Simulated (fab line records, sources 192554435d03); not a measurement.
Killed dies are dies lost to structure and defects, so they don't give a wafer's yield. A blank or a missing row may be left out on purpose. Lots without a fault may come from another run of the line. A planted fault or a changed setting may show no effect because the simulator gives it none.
Chamber matching | flow n5_finfet | N5_BEOL_M5_ALD_86 on ald_metal-03: 4 sister chambers
The step deposits TaN, pulse time 2 s, purge time 3 s, co reactant purge time 2 s. 4 wafers are shown with their chamber, then 7 later ones without.

WAFERS WITH THEIR CHAMBER
wafer  | chamber | heater_power_w (W)
L086.2 | 2       | 413
L086.3 | 3       | 462
L090.3 | 1       | 389
L090.4 | 0       | 524

WAFERS WITHOUT THEIR CHAMBER
wafer  | heater_power_w (W)
L090.5 | 424
L095.1 | 421
L095.2 | 467
L095.3 | 387
L097.1 | 529
L097.3 | 388
L097.6 | 477

WHICH CHAMBER EACH WENT THROUGH
wafer  | from the rows above | in truth
L090.5 | 2                   | 2
L095.1 | 2                   | 2
L095.2 | 3                   | 3
L095.3 | 1                   | 1
L097.1 | 0                   | 0
L097.3 | 1                   | 1
L097.6 | 3                   | 3
Placed correctly: 7 of 7. Can't be placed from these rows: 0. Placed wrongly: 0.
How it was worked out, from the rows above alone: a wafer's distance from a chamber is the root of the sum, over the readings, of the square of ((its reading less the chamber's mean) divided by the reading's scatter). The wafer belongs to the nearest chamber; if the next one is less than 2 further off, it can't be placed. A chamber's mean is the mean of its shown wafers. The scatter: with one shown wafer a chamber, the root of the mean of the squares of how far each hidden wafer lies from its nearest shown one.
